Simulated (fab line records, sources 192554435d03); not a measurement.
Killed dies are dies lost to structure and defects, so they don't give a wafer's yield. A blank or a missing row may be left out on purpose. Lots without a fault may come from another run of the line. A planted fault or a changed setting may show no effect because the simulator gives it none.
fab line records | flow n5_finfet
record lots=9 wafers=27 last_day=17
route steps=1938 shown WELL_APT@43 PMOS_HMC_CHANNEL_EPI@62 BEOL_M4@1111 PASSIVATION@1936
lots that met no fault: from a run of the same line without faults
start_h: hours from the record's first day to the start of the lot's first wafer shown | wait_h: hours since the lot's step before | " the same as in the row above | L1.1+2: a row that stands for several wafers | - no value, or no start given | * or withheld: withheld | < > ~ a bound
route shown NAME@n: a module of which the file shows steps, and the number in the route of the first | usual: mean/standard deviation of fault-free wafers | same: alike in all rows | chamber/n: place in a boat | sites: the reading at each site | _std_site: their standard deviation | _edge_site: outer sites' mean less inner sites' | radius_mm: how far each site lies from the wafer's centre | mask NAME#n: copy n | behind: the tool/chamber that last shaped the wafer | hold: why the lot was held/for how many hours/how that ended | device: the transistor (n, p or np) that didn't switch | end of line: the same wafers' tests at the end of the route | a step without rows: its recipe alone | killed: dies lost to structure and defects at the first sort, not the wafer's yield | map: a wafer's dies, x killed, . not, _ none there
set.NAME: the setting as run; set.NAME@STEP: as run at that earlier step | model.NAME: the simulator's own value behind a step, which no gauge read
steps of the route over a sample of lots; a table a step, a row a wafer
services: from which hour (start_h, from the record's first day; less than 0 if before it) a tool's chamber was out of use, for how many hours, and why
## steps
# step N5_WELL_APT_CD_MEAS_25
# recipe target_cd_nm=200 landing_energy_ev=500 detector=se_inlens
# usual cd_nm=199.1/1.3
# columns lot.wafer tool chamber start_h wait_h cd_nm
L638.2 cd_sem-03 0 33.15 - 199.8
L638.5 " 0 " " 200.1
L638.6 " 0 " " 199.3
L641.3 cd_sem-02 0 50.71 - 200.1
L641.5 " 0 " " 200.0
L641.6 " 0 " " 200.4
L642.1 cd_sem-02 0 56.99 - 202.9
L642.3 " 0 " " 201.5
L642.5 " 0 " " 201.4
L643.1 cd_sem-03 0 62.93 - 199.3
L643.4 " 0 " " 198.1
L643.5 " 0 " " 196.9
L644.2 cd_sem-03 0 68.81 - 199.3
L644.5 " 0 " " 199.0
L644.6 " 0 " " 197.9
L646.1 cd_sem-02 0 81.28 - 197.1
L646.5 " 0 " " 199.0
L646.6 " 0 " " 198.3
L648.1 cd_sem-02 0 92.80 - 196.9
L648.3 " 0 " " 195.4
L648.5 " 0 " " 198.2
L656.3 cd_sem-03 0 141.21 - 199.8
L656.4 " 0 " " 198.7
L656.5 " 0 " " 197.8
L658.1 cd_sem-02 0 153.29 - 197.5
L658.2 " 0 " " 199.0
L658.3 " 0 " " 200.3
# step N5_WELL_APT_DESCUM_30
# recipe chemistry=O2 time_s=7.9 source_power_w=50 bias_power_w=20 pressure_mtorr=20 rf_frequency_hz=2.712e+07 temp_c=40 o2_flow_sccm=225
# usual drypump_motor_current_A=5.8/0.43 oes_product_au=0.76/0.071 rf_fwd_power_W=49.66/0.17 rf_vpp_V=242.8/1.4 showerhead_plenum_p_Torr=2.06/0.066 temp_c=40.00/0.13 throttle_valve_pct=20.55/0.24
# columns lot.wafer tool chamber start_h wait_h drypump_motor_current_A oes_product_au rf_fwd_power_W rf_hours_counter_h rf_vpp_V showerhead_plenum_p_Torr temp_c throttle_valve_pct
L638.2 rie_diel-05 3 33.27 0.1 5.8 0.76 49.46 165 242.9 2.08 40.23 20.33
L638.5 " 0 " " 5.7 0.95 49.55 - 242.5 2.04 40.06 20.17
L638.6 " 1 " " 5.1 0.70 49.70 - 244.8 2.06 39.73 20.42
L641.3 rie_diel-06 2 50.79 0.0 5.9 0.70 49.68 224 242.7 2.08 40.12 20.35
L641.5 " 1 " " 6.0 0.79 49.20 - 244.2 2.10 40.08 20.56
L641.6 " 2 " " 5.9 0.70 49.76 - 241.9 2.08 40.19 20.34
L642.1 rie_diel-02 1 57.09 0.0 5.0 0.75 49.91 146 242.4 2.00 39.88 20.32
L642.3 " 0 " " 5.9 0.74 49.67 172 241.3 2.00 40.21 20.59
L642.5 " 1 " " 5.0 0.74 49.83 - 241.8 2.00 40.05 20.30
L643.1 rie_diel-02 2 63.02 0.0 6.1 0.78 49.63 148 243.1 2.19 39.92 20.85
L643.4 " 1 " " 5.0 0.74 49.93 148 240.9 2.00 40.01 20.30
L643.5 " 3 " " 6.1 0.74 49.86 - 242.0 2.00 39.97 20.85
L644.2 rie_diel-05 1 68.90 0.0 5.1 0.69 49.87 236 242.2 2.05 39.97 20.45
L644.5 " 1 " " 5.1 0.69 49.75 - 242.3 2.05 39.98 20.43
L644.6 " 3 " " 5.7 0.74 49.76 - 243.2 2.07 39.77 20.35
L646.1 rie_diel-02 1 81.37 0.0 5.0 0.74 49.86 153 240.7 2.00 40.06 20.32
L646.5 " 2 " " 6.2 0.76 49.82 - 244.6 2.19 39.97 20.86
L646.6 " 3 " " 6.1 0.73 49.89 - 241.8 1.99 40.00 20.87
L648.1 rie_diel-02 3 92.89 0.0 6.1 0.73 49.94 168 242.7 1.99 40.06 20.86
L648.3 " 1 " " 5.0 0.74 49.82 156 242.3 2.00 39.99 20.32
L648.5 " 1 " " 5.0 0.74 49.82 - 241.4 2.00 40.02 20.32
L656.3 rie_diel-05 3 141.30 0.0 5.8 0.72 49.79 205 243.2 2.06 39.86 20.37
L656.4 " 0 " " 5.6 0.87 49.59 50 242.5 2.03 39.86 20.22
L656.5 " 3 " " 5.7 0.72 49.81 - 245.0 2.06 40.06 20.38
L658.1 rie_diel-02 3 153.38 0.0 6.1 0.72 49.95 186 240.1 1.99 39.96 20.90
L658.2 " 1 " " 5.0 0.73 49.94 176 240.9 1.99 40.07 20.34
L658.3 " 2 " " 6.2 0.75 49.49 173 244.8 2.18 40.04 20.89
# step N5_WELL_APT_RTA_34
# recipe temp_c=1000 time_s=10 ambient=N2 idle_temp_c=600 ramp_up_c_per_s=150 ramp_down_c_per_s=60 cool_to_c=600
# usual lamp_power_pct=13.00/0.056 lamp_zone_1_pct=12.995/0.03 lamp_zone_3_pct=12.994/0.028 lamp_zone_7_pct=13.43/0.031 wafer_temp_C_max=1003.4/1
# columns lot.wafer tool chamber start_h wait_h lamp_power_pct lamp_zone_1_pct lamp_zone_3_pct lamp_zone_7_pct wafer_temp_C_max
L638.2 rtp_anneal-02 0 34.05 0.0 12.98 13.009 12.962 13.43 1002.8
L638.5 " 0 " " 13.06 12.955 12.977 13.41 1003.6
L638.6 " 0 " " 12.89 12.984 12.938 13.43 1002.3
L641.3 rtp_anneal-02 0 51.83 0.3 13.01 12.958 13.012 13.44 1004.5
L641.5 " 0 " " 13.06 12.956 12.970 13.41 1003.8
L641.6 " 0 " " 12.99 12.974 13.012 13.46 1002.5
L642.1 rtp_anneal-02 0 57.85 0.0 12.90 13.022 13.016 13.45 1002.7
L642.3 " 0 " " 13.06 12.963 12.992 13.45 1003.7
L642.5 " 0 " " 12.99 12.969 13.024 13.42 1002.5
L643.1 rtp_anneal-02 0 63.79 0.0 13.13 13.026 13.019 13.45 1004.1
L643.4 " 0 " " 13.07 12.969 12.994 13.45 1006.0
L643.5 " 0 " " 13.01 13.026 13.013 13.43 1002.0
L644.2 rtp_anneal-02 0 69.68 0.0 13.02 12.999 13.055 13.42 1002.6
L644.5 " 0 " " 13.08 12.997 13.008 13.44 1004.5
L644.6 " 0 " " 12.98 12.979 12.969 13.48 1003.6
L646.1 rtp_anneal-02 0 82.28 0.2 12.94 12.992 12.958 13.36 1004.5
L646.5 " 0 " " 12.89 13.057 12.986 13.49 1005.5
L646.6 " 0 " " 13.05 13.051 12.979 13.44 1003.6
L648.1 rtp_anneal-01 0 93.66 0.0 13.01 12.959 12.990 13.44 1002.7
L648.3 " 0 " " 13.03 13.018 13.003 13.40 1003.4
L648.5 " 0 " " 13.02 13.005 12.977 13.45 1004.9
L656.3 rtp_anneal-01 0 142.14 0.1 13.02 12.985 12.982 13.46 1002.3
L656.4 " 0 " " 12.94 13.029 12.956 13.46 1002.3
L656.5 " 0 " " 13.05 12.981 13.006 13.44 1001.9
L658.1 rtp_anneal-01 0 154.15 0.0 13.08 12.985 12.972 13.42 1000.9
L658.2 " 0 " " 13.06 13.017 13.016 13.43 1001.9
L658.3 " 0 " " 12.96 13.035 12.950 13.41 1004.0
# step N5_PMOS_HMC_CHANNEL_EPI_EXPOSE_06
# recipe mask_id=PMOS_HMC_BLK na=1.35 source_shape=conventional sigma_outer=0.8 polarization=unpolarized target_cd_nm=240 dose_mj=41
# usual reticle_temp_C=22.99/0.11
# same sigma_outer=0.8
# columns lot.wafer tool chamber start_h wait_h mask reticle_temp_C
L638.2 arfi_scanner-01 0 35.31 - PMOS_HMC_BLK#0 22.83
L638.5 " 0 " " PMOS_HMC_BLK#0 22.83
L638.6 " 0 " " PMOS_HMC_BLK#0 22.93
L641.3 arfi_scanner-01 0 52.87 - PMOS_HMC_BLK#0 22.95
L641.5 " 0 " " PMOS_HMC_BLK#0 22.92
L641.6 " 0 " " PMOS_HMC_BLK#0 22.82
L642.1 arfi_scanner-03 0 59.24 - PMOS_HMC_BLK#0 23.04
L642.3 " 0 " " PMOS_HMC_BLK#0 22.99
L642.5 " 0 " " PMOS_HMC_BLK#0 23.09
L643.1 arfi_scanner-03 0 65.05 - PMOS_HMC_BLK#0 22.99
L643.4 " 0 " " PMOS_HMC_BLK#0 23.00
L643.5 " 0 " " PMOS_HMC_BLK#0 23.04
L644.2 arfi_scanner-02 0 71.05 - PMOS_HMC_BLK#0 22.92
L644.5 " 0 " " PMOS_HMC_BLK#0 22.90
L644.6 " 0 " " PMOS_HMC_BLK#0 22.97
L646.1 arfi_scanner-02 0 83.67 - PMOS_HMC_BLK#0 22.90
L646.5 " 0 " " PMOS_HMC_BLK#0 23.09
L646.6 " 0 " " PMOS_HMC_BLK#0 23.06
L648.1 arfi_scanner-03 0 94.72 - PMOS_HMC_BLK#0 23.11
L648.3 " 0 " " PMOS_HMC_BLK#0 23.03
L648.5 " 0 " " PMOS_HMC_BLK#0 23.12
L656.3 arfi_scanner-03 0 143.31 - PMOS_HMC_BLK#0 22.84
L656.4 " 0 " " PMOS_HMC_BLK#0 22.80
L656.5 " 0 " " PMOS_HMC_BLK#0 22.98
L658.1 arfi_scanner-03 0 155.55 - PMOS_HMC_BLK#0 23.01
L658.2 " 0 " " PMOS_HMC_BLK#0 22.93
L658.3 " 0 " " PMOS_HMC_BLK#0 22.84
# step N5_PMOS_HMC_CHANNEL_EPI_OVL_MEAS_10
# recipe points_per_wafer=44
# usual PMOS_HMC_BLK_OVL=-0.3/0.83
# columns lot.wafer tool chamber start_h wait_h PMOS_HMC_BLK_OVL[nm]
L638.2 overlay-01 0 35.46 0.0 -0.6
L638.5 " 0 " " 0.0
L638.6 " 0 " " 0.8
L641.3 overlay-01 0 53.01 0.0 -1.2
L641.5 " 0 " " 0.2
L641.6 " 0 " " -1.1
L642.1 overlay-01 0 59.40 0.0 0.1
L642.3 " 0 " " -0.4
L642.5 " 0 " " 0.7
L643.1 overlay-01 0 65.21 0.0 0.1
L643.4 " 0 " " -0.1
L643.5 " 0 " " 0.1
L644.2 overlay-02 0 71.20 0.0 0.2
L644.5 " 0 " " -0.6
L644.6 " 0 " " -1.1
L646.1 overlay-02 0 83.82 0.0 0.4
L646.5 " 0 " " -0.8
L646.6 " 0 " " -0.7
L648.1 overlay-01 0 94.88 0.0 0.1
L648.3 " 0 " " -0.8
L648.5 " 0 " " -1.6
L656.3 overlay-02 0 143.45 0.0 27.6
L656.4 " 0 " " 28.0
L656.5 " 0 " " 29.6
L658.1 overlay-02 0 155.70 0.0 28.6
L658.2 " 0 " " 28.7
L658.3 " 0 " " 27.7
# step N5_BEOL_M4_RC_MEAS_101
# usual DIBL_N=36.4/1.3 DIBL_P=36.5/1.7 IOFF_N=0.154/0.022 IOFF_P=0.202/0.025 ION_N=671/9.8 ION_P=460/6.8 SS_N=71.6/0.54 SS_P=73.4/0.58 VT_N=250.9/2.8 VT_P=-251.4/2.7
# columns lot.wafer tool chamber start_h wait_h DIBL_N[mV/V] DIBL_P[mV/V] IOFF_N[nA/um] IOFF_P[nA/um] ION_N[uA/um] ION_P[uA/um] SS_N[mV/dec] SS_P[mV/dec] VT_N[mV] VT_P[mV]
L638.2 prober-02 0 182.20 0.2 39.3 38.5 0.174 0.185 669 447 72.4 74.5 252.2 -256.8
L638.5 " 0 " " 36.8 36.2 0.132 0.155 662 446 71.7 72.9 253.1 -256.9
L638.6 " 0 " " 35.7 34.4 0.116 0.142 657 444 71.4 73.5 258.6 -256.9
L641.3 prober-02 0 205.12 0.3 37.8 37.6 0.182 0.234 680 470 71.4 73.9 247.4 -247.5
L641.5 " 0 " " 36.2 35.6 0.152 0.199 684 466 70.8 73.4 249.2 -249.2
L641.6 " 0 " " 36.0 35.5 0.147 0.197 681 466 71.3 73.8 248.4 -248.3
L642.1 prober-02 0 220.06 0.0 35.0 35.0 0.147 0.186 666 460 71.6 73.4 252.3 -252.5
L642.3 " 0 " " 35.8 36.2 0.169 0.206 679 465 71.2 73.2 249.0 -253.1
L642.5 " 0 " " 35.1 34.2 0.147 0.174 666 449 71.5 73.8 252.8 -252.6
L643.1 prober-02 0 222.66 0.0 36.6 37.3 0.159 0.232 669 466 71.8 74.1 250.7 -248.4
L643.4 " 0 " " 35.6 35.2 0.135 0.194 664 461 71.9 73.4 253.0 -250.1
L643.5 " 0 " " 35.2 35.7 0.135 0.200 669 471 70.7 73.5 251.4 -249.6
L644.2 prober-01 0 224.39 0.2 36.8 37.6 0.163 0.205 674 460 71.6 73.1 249.0 -249.7
L644.5 " 0 " " 34.7 35.0 0.129 0.174 655 453 71.5 73.2 253.7 -253.0
L644.6 " 0 " " 35.9 36.6 0.149 0.195 672 467 71.7 73.2 250.0 -250.1
L646.1 prober-02 0 228.32 0.0 36.7 37.2 0.154 0.200 664 453 71.4 73.1 250.5 -254.0
L646.5 " 0 " " 35.6 36.0 0.136 0.178 664 461 71.0 73.7 254.1 -253.2
L646.6 " 0 " " 36.3 37.2 0.152 0.200 668 459 71.6 73.6 250.8 -250.2
L648.1 prober-02 0 230.72 0.0 36.2 36.7 0.164 0.205 681 464 71.7 72.6 250.9 -250.8
L648.3 " 0 " " 35.1 35.4 0.143 0.187 671 459 71.8 72.5 252.5 -251.6
L648.5 " 0 " " 34.2 33.9 0.132 0.176 671 458 71.3 72.5 251.3 -253.4
L656.3 prober-02 0 287.61 0.3 38.7 40.7 0.203 0.250 671 462 73.0 74.1 248.8 -248.9
L656.4 " 0 " " 37.7 40.3 0.184 0.238 675 457 72.1 74.4 249.9 -249.7
L656.5 " 0 " " 38.3 41.4 0.213 0.267 679 461 72.4 73.9 248.1 -247.8
L658.1 prober-01 0 305.59 0.0 36.1 37.4 0.157 0.192 677 453 71.5 73.3 247.4 -252.0
L658.2 " 0 " " 37.4 38.9 0.189 0.220 685 465 71.6 74.2 245.6 -250.3
L658.3 " 0 " " 37.3 38.9 0.187 0.211 669 455 71.8 73.7 248.7 -251.6
# step N5_PASSIVATION_PROBE_49
# usual defect_limited_yield=91.1/1.3 killed_at_M0_to_M3=34/10 killed_at_M4_up=14/5.7 killed_at_contacts=12/5.9 killed_at_front_end=41/12 killed_at_other=4/3.1 killed_dies=105/15 killed_open=69/11 killed_short=35/7.8 sort_bin_5_function=5.3/0.81 sort_bin_6_memory=3.3/0.75 sort_n_pass=1075/15 sort_yield_pct=91.1/1.3
# same gross_dies=1180 killed_at_back_side=0 sort_bin_4_leakage[%]=0 sort_bin_8_speed[%]=0
# columns lot.wafer tool chamber start_h wait_h defect_limited_yield[%] killed_at_M0_to_M3 killed_at_M4_up killed_at_contacts killed_at_front_end killed_at_other killed_dies killed_open killed_short sort_bin_5_function[%] sort_bin_6_memory[%] sort_n_pass sort_yield_pct[%]
L638.2 prober-02 - 282.13 0.1 90.9 41 5 23 35 3 107 75 31 6.3 2.5 1073 90.9
L638.5 prober-02 - 282.28 0.2 90.8 41 10 24 31 2 108 76 31 5.4 3.6 1072 90.8
L638.6 prober-02 - 282.33 0.3 91.6 46 6 16 30 1 99 66 30 5.3 2.5 1081 91.6
L641.3 prober-01 - 316.74 0.1 91.2 36 23 11 30 4 104 75 29 5.3 3.4 1076 91.2
L641.5 prober-01 - 316.84 0.2 92.0 22 12 22 30 8 94 58 34 4.7 2.9 1086 92.0
L641.6 prober-01 - 316.89 0.3 90.9 37 22 15 32 1 107 73 34 4.5 4.3 1073 90.9
L644.2 prober-01 - 324.55 0.1 92.1 20 20 13 37 3 93 75 17 4.0 3.7 1087 92.1
L644.5 prober-01 - 324.70 0.2 91.4 39 10 8 39 5 101 65 30 5.4 2.9 1079 91.4
L644.6 prober-01 - 324.75 0.3 89.2 48 14 13 47 5 127 79 44 5.0 5.6 1053 89.2
L643.1 prober-02 - 329.65 0.0 88.6 19 9 30 75 1 134 95 39 6.9 4.2 1046 88.6
L643.4 prober-02 - 329.80 0.2 90.3 29 13 8 59 5 114 73 35 5.6 3.5 1066 90.3
L643.5 prober-02 - 329.85 0.2 86.3 47 11 18 83 3 162 113 49 8.6 5.1 1018 86.3
L648.1 prober-02 - 330.19 0.0 89.9 31 18 6 55 9 119 72 45 5.5 4.2 1061 89.9
L648.3 prober-02 - 330.29 0.1 86.2 65 15 6 71 6 163 111 48 6.9 6.1 1017 86.2
L648.5 prober-02 - 330.39 0.2 89.2 46 8 7 65 2 128 86 41 5.9 4.6 1052 89.2
L642.1 prober-01 - 336.50 0.0 90.6 43 13 9 44 2 111 71 40 5.9 3.1 1069 90.6
L642.3 prober-01 - 336.60 0.1 89.3 40 13 20 51 2 126 79 47 6.2 4.2 1054 89.3
L642.5 prober-01 - 336.70 0.2 90.4 34 14 32 30 3 113 72 41 5.8 3.4 1067 90.4
L646.1 prober-02 - 336.77 0.0 90.8 47 14 5 38 5 109 73 33 4.6 4.4 1071 90.8
L646.5 prober-02 - 336.97 0.2 90.1 51 18 16 26 6 117 84 33 6.0 3.7 1063 90.1
L646.6 prober-02 - 337.02 0.3 92.3 32 12 12 32 3 91 71 18 4.2 3.5 1089 92.3
L656.3 prober-01 - 392.00 0.1 90.8 29 19 9 44 7 108 70 37 5.3 3.6 1072 90.8
L656.4 prober-01 - 392.05 0.2 91.1 36 23 10 28 8 105 69 34 5.8 3.0 1075 91.1
L656.5 prober-01 - 392.10 0.2 92.5 12 19 11 36 10 88 57 30 4.7 2.5 1092 92.5
L658.1 prober-01 - 403.40 0.0 91.2 41 11 16 29 7 104 68 35 5.3 3.3 1076 91.2
L658.2 prober-01 - 403.45 0.1 91.6 25 22 5 40 7 99 65 33 5.6 2.5 1081 91.6
L658.3 prober-01 - 403.50 0.1 92.1 38 13 14 21 7 93 55 32 4.7 3.0 1087 92.1
# killed by level:class
L638.2 MOL_CONTACT_COAG:geometric_particle:open=21 BEOL_M2:geometric_particle:open=16 BEOL_M0_SAQP:geometric_particle:short=9 BEOL_M2:geometric_particle:short=7 GATE_CUT:geometric_particle:open=6 FIN_SAQP:geometric_particle:open=5 STI_FIN_REVEAL:geometric_particle:open=5 BEOL_M0_SAQP:geometric_particle:open=4
L638.5 MOL_CONTACT_COAG:geometric_particle:open=21 BEOL_M2:geometric_particle:open=10 BEOL_M3:geometric_particle:open=7 BEOL_M4:geometric_particle:open=7 BEOL_M0_SAQP:geometric_particle:short=6 FIN_SAQP:geometric_particle:open=4 STI_FIN_REVEAL:geometric_particle:open=4 DUMMY_GATE:geometric_particle:open=4
L638.6 MOL_CONTACT_COAG:geometric_particle:open=14 BEOL_M2:geometric_particle:open=11 BEOL_M0_SAQP:geometric_particle:short=11 BEOL_M1:geometric_particle:open=7 STI_FIN_REVEAL:geometric_particle:open=6 BEOL_M2:geometric_particle:short=6 BEOL_M4:geometric_particle:open=5 FIN_SAQP:geometric_particle:open=4
L641.3 BEOL_M0_SAQP:geometric_particle:open=13 STI_FIN_REVEAL:geometric_particle:open=9 BEOL_M4:geometric_particle:open=9 BEOL_M5:geometric_particle:open=9 GATE_CUT:geometric_particle:short=7 MOL_CONTACT_COAG:geometric_particle:open=7 BEOL_M0_SAQP:geometric_particle:short=6 BEOL_M3:geometric_particle:open=6
L641.5 MOL_CONTACT_COAG:geometric_particle:open=17 GATE_CUT:geometric_particle:short=11 STI_FIN_REVEAL:geometric_particle:open=9 MOL_CONTACT_COAG:geometric_particle:short=5 BEOL_M0_SAQP:geometric_particle:open=5 BEOL_M1:geometric_particle:open=5 BEOL_M0_SAQP:geometric_particle:short=4 PAD_METAL:geometric_particle:short=4
L641.6 MOL_CONTACT_COAG:geometric_particle:open=11 STI_FIN_REVEAL:geometric_particle:open=10 BEOL_M4:geometric_particle:open=9 BEOL_M0_SAQP:geometric_particle:open=6 BEOL_M0_SAQP:geometric_particle:short=6 BEOL_M1:geometric_particle:open=6 BEOL_M2:geometric_particle:open=6 BEOL_M3:geometric_particle:open=5
L644.2 STI_FIN_REVEAL:geometric_particle:open=14 MOL_CONTACT_COAG:geometric_particle:open=11 BEOL_M4:geometric_particle:open=9 BEOL_M3:geometric_particle:open=8 FIN_SAQP:geometric_particle:open=6 BEOL_M0_SAQP:geometric_particle:open=4 DUMMY_GATE:geometric_particle:open=3 ILD0:geometric_particle:open=3
L644.5 BEOL_M0_SAQP:geometric_particle:short=10 BEOL_M0_SAQP:geometric_particle:open=9 BEOL_M2:geometric_particle:open=8 MOL_CONTACT_COAG:geometric_particle:open=7 DUMMY_GATE:geometric_particle:open=7 FIN_SAQP:geometric_particle:open=6 STI_FIN_REVEAL:geometric_particle:open=6 BEOL_M1:geometric_particle:short=4
L644.6 BEOL_M0_SAQP:geometric_particle:open=17 FIN_SAQP:geometric_particle:open=14 BEOL_M0_SAQP:geometric_particle:short=14 MOL_CONTACT_COAG:geometric_particle:open=12 FIN_SAQP:geometric_particle:short=10 STI_FIN_REVEAL:geometric_particle:open=7 BEOL_M3:geometric_particle:open=5 BEOL_M2:geometric_particle:open=5
L643.1 FIN_SAQP:geometric_particle:open=33 MOL_CONTACT_COAG:geometric_particle:open=27 FIN_SAQP:geometric_particle:short=21 STI_FIN_REVEAL:geometric_particle:open=6 BEOL_M3:geometric_particle:open=6 BEOL_M2:geometric_particle:open=4 DUMMY_GATE:geometric_particle:open=3 MOL_CONTACT_COAG:geometric_particle:short=3
L643.4 FIN_SAQP:geometric_particle:open=22 FIN_SAQP:geometric_particle:short=14 BEOL_M2:geometric_particle:open=11 BEOL_M3:geometric_particle:open=7 MOL_CONTACT_COAG:geometric_particle:open=6 BEOL_M4:geometric_particle:open=5 HKMG_FIN:area_etch=5 BEOL_M1:geometric_particle:open=4
L643.5 FIN_SAQP:geometric_particle:open=35 MOL_CONTACT_COAG:geometric_particle:open=12 STI_FIN_REVEAL:geometric_particle:open=11 BEOL_M3:geometric_particle:open=11 BEOL_M2:geometric_particle:open=10 FIN_SAQP:geometric_particle:short=9 BEOL_M0_SAQP:geometric_particle:short=9 GATE_CUT:geometric_particle:short=7
L648.1 FIN_SAQP:geometric_particle:short=15 STI_FIN_REVEAL:geometric_particle:open=13 BEOL_M0_SAQP:geometric_particle:short=8 BEOL_M2:geometric_particle:open=8 FIN_SAQP:geometric_particle:open=6 BEOL_M3:geometric_particle:open=6 DUMMY_GATE:geometric_particle:open=5 MOL_CONTACT_COAG:geometric_particle:open=5
L648.3 BEOL_M0_SAQP:geometric_particle:open=17 FIN_SAQP:geometric_particle:short=15 STI_FIN_REVEAL:geometric_particle:open=15 BEOL_M0_SAQP:geometric_particle:short=13 FIN_SAQP:geometric_particle:open=11 DUMMY_GATE:geometric_particle:open=11 BEOL_M1:geometric_particle:open=11 BEOL_M2:geometric_particle:open=8
L648.5 STI_FIN_REVEAL:geometric_particle:open=25 FIN_SAQP:geometric_particle:short=10 BEOL_M0_SAQP:geometric_particle:open=8 BEOL_M0_SAQP:geometric_particle:short=8 BEOL_M1:geometric_particle:open=8 FIN_SAQP:geometric_particle:open=6 STARTING-WAFER:geometric_particle:open=6 BEOL_M3:geometric_particle:open=6
L642.1 FIN_SAQP:geometric_particle:open=10 MOL_CONTACT_COAG:geometric_particle:open=8 FIN_SAQP:geometric_particle:short=7 GATE_CUT:geometric_particle:short=7 BEOL_M0_SAQP:geometric_particle:short=7 BEOL_M1:geometric_particle:open=7 BEOL_M3:geometric_particle:open=7 BEOL_M0_SAQP:geometric_particle:open=6
L642.3 FIN_SAQP:geometric_particle:short=18 MOL_CONTACT_COAG:geometric_particle:open=17 FIN_SAQP:geometric_particle:open=8 BEOL_M0_SAQP:geometric_particle:short=8 BEOL_M3:geometric_particle:open=7 STI_FIN_REVEAL:geometric_particle:open=6 BEOL_M1:geometric_particle:open=6 BEOL_M0_SAQP:geometric_particle:open=5
L642.5 MOL_CONTACT_COAG:geometric_particle:open=25 FIN_SAQP:geometric_particle:open=9 MOL_CONTACT_COAG:geometric_particle:short=7 BEOL_M0_SAQP:geometric_particle:open=7 BEOL_M1:geometric_particle:open=6 BEOL_M0_SAQP:geometric_particle:short=6 FIN_SAQP:geometric_particle:short=5 BEOL_M2:geometric_particle:open=4
L646.1 BEOL_M2:geometric_particle:open=14 STI_FIN_REVEAL:geometric_particle:open=10 BEOL_M1:geometric_particle:open=8 BEOL_M0_SAQP:geometric_particle:open=8 GATE_CUT:geometric_particle:short=6 BEOL_M3:geometric_particle:open=6 STARTING-WAFER:geometric_particle:open=5 BEOL_M0_SAQP:geometric_particle:short=5
L646.5 BEOL_M2:geometric_particle:open=19 MOL_CONTACT_COAG:geometric_particle:open=15 BEOL_M4:geometric_particle:open=14 BEOL_M0_SAQP:geometric_particle:short=9 BEOL_M1:geometric_particle:open=8 BEOL_M3:geometric_particle:open=6 BEOL_M0_SAQP:geometric_particle:open=5 GATE_CUT:geometric_particle:short=4
L646.6 MOL_CONTACT_COAG:geometric_particle:open=11 BEOL_M2:geometric_particle:open=11 ILD0:geometric_particle:open=7 BEOL_M0_SAQP:geometric_particle:open=6 DUMMY_GATE:geometric_particle:open=5 BEOL_M0_SAQP:geometric_particle:short=5 BEOL_M4:geometric_particle:open=5 BEOL_M5:geometric_particle:open=5
L656.3 FIN_SAQP:geometric_particle:open=12 BEOL_M0_SAQP:geometric_particle:short=10 FIN_SAQP:geometric_particle:short=9 BEOL_M2:geometric_particle:open=9 BEOL_M0_SAQP:geometric_particle:open=8 MOL_CONTACT_COAG:geometric_particle:open=7 BEOL_M4:geometric_particle:open=6 STI_FIN_REVEAL:geometric_particle:open=4
L656.4 BEOL_M0_SAQP:geometric_particle:open=14 BEOL_M0_SAQP:geometric_particle:short=8 BEOL_M4:geometric_particle:open=8 MOL_CONTACT_COAG:geometric_particle:open=7 BEOL_M1:geometric_particle:open=6 BEOL_M3:geometric_particle:open=5 FIN_SAQP:geometric_particle:open=4 GATE_CUT:geometric_particle:short=4
L656.5 MOL_CONTACT_COAG:geometric_particle:open=9 BEOL_M4:geometric_particle:open=8 FIN_SAQP:geometric_particle:open=6 STI_FIN_REVEAL:geometric_particle:open=5 MIM_TOP_ETCH:geometric_particle:short=5 MIM_TOP_ETCH:geometric_particle:open=5 FIN_SAQP:geometric_particle:short=4 STARTING-WAFER:geometric_particle:open=4
L658.1 MOL_CONTACT_COAG:geometric_particle:open=16 BEOL_M0_SAQP:geometric_particle:short=15 BEOL_M0_SAQP:geometric_particle:open=10 STI_FIN_REVEAL:geometric_particle:open=8 BEOL_M2:geometric_particle:open=7 FIN_SAQP:geometric_particle:open=6 BEOL_M1:geometric_particle:open=6 FIN_SAQP:geometric_particle:short=4
L658.2 BEOL_M4:geometric_particle:open=13 FIN_SAQP:geometric_particle:open=10 STI_FIN_REVEAL:geometric_particle:open=9 FIN_SAQP:geometric_particle:short=7 BEOL_M0_SAQP:geometric_particle:open=7 MOL_CONTACT_COAG:geometric_particle:open=5 BEOL_M1:geometric_particle:open=5 BEOL_M3:geometric_particle:open=4
L658.3 MOL_CONTACT_COAG:geometric_particle:open=9 BEOL_M0_SAQP:geometric_particle:short=9 BEOL_M0_SAQP:geometric_particle:open=9 STI_FIN_REVEAL:geometric_particle:open=7 BEOL_M3:geometric_particle:open=7 FIN_SAQP:geometric_particle:short=5 MOL_CONTACT_COAG:geometric_particle:short=5 BEOL_M1:geometric_particle:open=5
## services
# columns tool chamber start_h hours kind
arfi_scanner-03 - 11.93 0.3 repair
arfi_scanner-03 - 22.95 3.1 pm
arfi_scanner-01 - 30.45 1.0 pm
rie_diel-02 - 35.44 0.6 repair
rie_diel-02 0 38.20 4.3 repair
rie_diel-05 0 40.26 8.8 repair
arfi_scanner-02 - 48.32 1.0 pm
arfi_scanner-03 - 49.45 1.3 pm
rie_diel-05 0 67.15 3.7 repair
arfi_scanner-03 - 78.96 1.0 pm
arfi_scanner-01 - 90.73 0.8 pm
rie_diel-02 2 90.82 4.3 repair
arfi_scanner-01 - 94.72 0.3 repair
arfi_scanner-01 - 104.65 0.4 repair
arfi_scanner-03 - 111.17 0.8 pm
rie_diel-05 1 112.02 - clean
rie_diel-05 1 112.02 - consumable_replace:focus_ring
arfi_scanner-02 - 113.96 1.3 pm
arfi_scanner-01 - 115.63 1.3 pm
rie_diel-05 3 117.14 1.4 repair
arfi_scanner-02 - 129.94 20.4 repair
arfi_scanner-01 - 137.50 1.9 repair
arfi_scanner-03 0 146.05 - calibration
arfi_scanner-01 - 151.50 0.7 repair
## key
first_sign step=N5_PMOS_HMC_CHANNEL_EPI_OVL_MEAS_10 reading=PMOS_HMC_BLK_OVL direction=up sigmas=35 usual=-0.3 struck=28.4
effect none on later readings
met_at N5_PMOS_HMC_CHANNEL_EPI_EXPOSE_06
struck_lots L656,L658
not_acting_at N5_WELL_APT_CD_MEAS_25,N5_WELL_APT_DESCUM_30,N5_WELL_APT_RTA_34
onset_between 94.72 143.31
also_fits time
fault kind=scanner_matching_overlay tool=arfi_scanner-03 chamber=- onset_h=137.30 steps=N5_PMOS_HMC_CHANNEL_EPI_EXPOSE_06 offset=29.395
